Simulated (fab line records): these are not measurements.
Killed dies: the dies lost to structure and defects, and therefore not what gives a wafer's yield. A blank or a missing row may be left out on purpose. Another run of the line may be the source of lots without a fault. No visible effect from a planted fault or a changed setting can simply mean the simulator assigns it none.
Which of the tools did it? | flow nand_harc | 14 lots, 42 wafers sampled, at 5 steps of a route of 1302

## WHAT THE GAUGES READ, wafer by wafer
NHARC_HYBRID_BOND_OVL_MEAS_05. Usual: overlay_x_nm 0 nm, standard deviation 32; overlay_y_nm -2 nm, standard deviation 33.
lot  | measured     | on         | overlay_x_nm (nm) | overlay_y_nm (nm) | flag
L345 | day 24 01:35 | overlay-01 | -40 -29 -5        | -14 59 -25        |
L346 | day 24 06:35 | overlay-02 | 39 50 -16         | 4 49 33           |
L347 | day 24 01:35 | overlay-02 | 6 -40 37          | 8 -8 -86          |
L348 | day 25 17:02 | overlay-02 | 11 66 33          | -4 -11 87         |
L351 | day 26 00:51 | overlay-01 | 21 18 3           | 3 -9 -31          |
L350 | day 26 19:47 | overlay-01 | -11 11 11         | 23 -21 -47        |
L352 | day 26 23:13 | overlay-01 | -32 30 -13        | -75 36 31         |
L353 | day 26 19:47 | overlay-02 | 30 -63 -26        | 12 9 -83          |
L354 | day 27 08:29 | overlay-01 | 8 -52 -13         | 10 -5 27          |
L356 | day 28 22:43 | overlay-02 | -31 -14 7         | 43 24 -32         |
L355 | day 27 22:46 | overlay-02 | 6 10 -20          | -6 31 13          |
L357 | day 28 22:43 | overlay-01 | -51 25 -20        | 4 26 -25          |
L365 | day 32 00:37 | overlay-02 | 39 -50 -35        | -9 26 66          |
L366 | day 32 22:19 | overlay-02 | 28 14 -41         | 48 -44 -27        |

NHARC_THIN_TSV_THK_MEAS_02: measures by ir. Usual: thk_nm at 3004 nm, with a standard deviation of 250.
lot  | measured     | on            | thk_nm (nm)    | flag
L345 | day 24 03:17 | film_metro-01 | 3201 3133 3046 |
L346 | day 24 08:16 | film_metro-01 | 2846 3184 3176 |
L347 | day 24 04:28 | film_metro-02 | 2905 3176 2915 |
L348 | day 25 18:44 | film_metro-01 | 2690 2605 2924 |
L351 | day 26 02:33 | film_metro-01 | 3465 3255 3319 |
L350 | day 26 22:40 | film_metro-02 | 2707 2843 2916 |
L352 | day 27 01:04 | film_metro-01 | 2548 2626 3223 |
L353 | day 26 23:52 | film_metro-02 | 2803 2736 2900 |
L354 | day 27 10:11 | film_metro-01 | 2325 2893 2875 |
L356 | day 29 00:26 | film_metro-02 | 3196 3275 2862 |
L355 | day 28 00:27 | film_metro-01 | 3188 3067 2527 |
L357 | day 29 01:38 | film_metro-02 | 3205 2881 2940 |
L365 | day 32 03:29 | film_metro-02 | 2687 2846 3131 |
L366 | day 33 01:13 | film_metro-01 | 3013 2942 3174 |

NHARC_THIN_TSV_CD_MEAS_16. Usual: cd_nm at 1001 nm, with a standard deviation of 3.3.
lot  | measured     | on        | cd_nm (nm)     | flag
L345 | day 24 05:18 | cd_sem-02 | 1002 999 1003  |
L346 | day 24 10:17 | cd_sem-01 | 995 995 996    |
L347 | day 24 06:29 | cd_sem-01 | 1004 1001 1003 |
L348 | day 25 20:45 | cd_sem-02 | 997 999 993    |
L351 | day 26 04:34 | cd_sem-02 | 1002 999 1000  |
L350 | day 27 00:33 | cd_sem-03 | 1002 1003 1002 |
L352 | day 27 03:13 | cd_sem-02 | 997 995 992    |
L353 | day 27 01:44 | cd_sem-02 | 1006 1004 1003 |
L354 | day 27 12:11 | cd_sem-01 | 1001 998 1000  |
L356 | day 29 02:26 | cd_sem-02 | 1004 1002 1001 |
L355 | day 28 02:20 | cd_sem-01 | 998 1001 996   |
L357 | day 29 03:43 | cd_sem-03 | 1006 1004 1003 |
L365 | day 32 05:29 | cd_sem-02 | 998 999 1001   |
L366 | day 33 03:23 | cd_sem-01 | 998 997 1001   |

NHARC_END_SORT_01. Usual: killed_at_array 64, standard deviation 20; killed_at_other 0.7, standard deviation 1.1; killed_at_periphery 3.6, standard deviation 2.7; killed_dies 68, standard deviation 20; killed_open 2.8, standard deviation 1.9; killed_short 2.3, standard deviation 1.5.
lot  | measured     | on        | killed_at_array | killed_at_other | killed_at_periphery | killed_dies | killed_open | killed_short | flag
L345 | day 24 19:37 | prober-01 | 59 50 40        | 0 0 0           | 4 3 1               | 63 53 41    | 0 1 1       | 2 1 0        |
L348 | day 26 10:49 | prober-02 | 54 47 60        | 0 0 0           | 2 4 4               | 56 51 64    | 2 4 0       | 1 1 6        |
L357 | day 29 16:46 | prober-02 | 55 73 67        | 0 0 1           | 2 2 2               | 57 75 70    | 3 0 3       | 2 1 1        |
L365 | day 32 23:49 | prober-02 | 100 144 110     | 0 0 0           | 2 2 2               | 102 146 112 | 2 3 0       | 0 4 2        |
L366 | day 33 16:55 | prober-02 | 101 99 143      | 0 0 0           | 4 1 1               | 105 100 144 | 1 2 2       | 1 2 2        |

## WHAT TOOL EACH LOT RAN ON (gives the tool, then ch and the chambers of the sampled wafers, and finally the start)
lot  | NHARC_A_STAIRCASE_PRECLEAN_240
L345 | wet_bench-05 ch 5,6,7, day 15 23:44
L346 | wet_bench-05 ch 0,5,7, day 17 00:14
L347 | wet_bench-05 ch 0,1,6, day 17 09:01
L348 | wet_bench-06 ch 0,1,2, day 18 07:19
L351 | wet_bench-06 ch 2,6,7, day 18 09:59
L350 | wet_bench-05 ch 0,1,7, day 18 18:47
L352 | wet_bench-03 ch 0,1,2, day 19 08:50
L353 | wet_bench-03 ch 0,1,2, day 19 14:02
L354 | wet_bench-06 ch 0,4,5, day 20 04:28
L356 | wet_bench-06 ch 2,4,6, day 20 18:19
L355 | wet_bench-03 ch 3,4,5, day 20 18:30
L357 | wet_bench-06 ch 0,2,6, day 21 12:52
L365 | wet_bench-03 ch 3,4,7, day 24 00:26
L366 | wet_bench-03 ch 2,5,7, day 24 19:53
- NHARC_A_STAIRCASE_PRECLEAN_240: cleans in SC1.

## WHAT THE TOOLS THEMSELVES READ (means of the sampled wafers that have a number; where no wafer has one, the mark that the record gives instead)
The record holds no such reading with a usual standard deviation.

## THE ANSWER, worked out from the rows above alone
Rule: take the mean of a lot's wafers that have a number; if it is more than 3 standard deviations from the usual mean, the lot is off. A lot without any number at a reading at which 4 lots or more have one is off too. All remaining lots with rows at the step are treated as sound. After the gauges, taken in route order, come the tools' own readings; for these a lot's mean is taken, as printed above. At the first step where some lot is off, the reading lying furthest off is the one used; lots without a number count as furthest.
Nothing can be told from this: no lot is off at any reading shown.

## WHAT THE SIMULATOR PUT IN
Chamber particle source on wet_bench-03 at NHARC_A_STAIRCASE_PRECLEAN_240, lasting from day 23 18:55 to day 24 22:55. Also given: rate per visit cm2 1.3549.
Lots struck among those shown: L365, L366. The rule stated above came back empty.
